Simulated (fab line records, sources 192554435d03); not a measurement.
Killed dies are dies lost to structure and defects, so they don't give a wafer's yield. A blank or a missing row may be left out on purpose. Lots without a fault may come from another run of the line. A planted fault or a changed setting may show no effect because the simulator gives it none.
One fault seen from 2 desks | flow n5_finfet | each desk has only its own numbers; what lay behind them comes last

THE TOOL OWNER'S DESK: pvd_sputter-02
The tool's own readings at N5_BEOL_M12_SPUTTER_44 (material Ta, target thk 10 nm, time 16.13 s): means of the sampled wafers that have a number, for each lot that ran on this tool. A lot is out of limits, marked OUT, if its mean lies more than 4 standard deviations from the usual mean; the brackets give that distance.
Columns: A = throttle_valve_pct at N5_BEOL_M12_SPUTTER_44, usual 30.0 %
lot  | first seen here | A
L328 | day 11 14:23    | 30.7
L333 | day 12 19:37    | 30.0
L335 | day 12 21:17    | 30.0
This desk's finding: nothing out of limits on any of the 3 lots.

THE METROLOGY DESK
What the gauges read, lot by lot, whatever tool the lot ran on: means of the sampled wafers that have a number. A lot is out of limits, marked OUT, if its mean lies more than 4 standard deviations from the usual mean; the brackets give that distance.
Columns: A = trench_depth_nm at N5_BEOL_M12_OCD_MEAS_35, usual 318 nm; B = M12_THK at N5_BEOL_M12_THK_MEAS_50, usual 324 nm
lot  | first seen here | A   | B
L328 | day 11 13:05    | 320 | 322
L333 | day 12 17:03    | 319 | 325
L335 | day 12 19:49    | 319 | 321
L345 | day 15 21:20    | 316 | 323
L346 | day 17 01:57    | 321 | 325
L349 | day 17 04:20    | 324 | 334
This desk's finding: nothing out of limits on any of the 6 lots.

PUT TOGETHER
The tool owner's desk saw nothing out of limits.
The metrology desk saw nothing out of limits.

WHAT THE SIMULATOR HAD PUT IN
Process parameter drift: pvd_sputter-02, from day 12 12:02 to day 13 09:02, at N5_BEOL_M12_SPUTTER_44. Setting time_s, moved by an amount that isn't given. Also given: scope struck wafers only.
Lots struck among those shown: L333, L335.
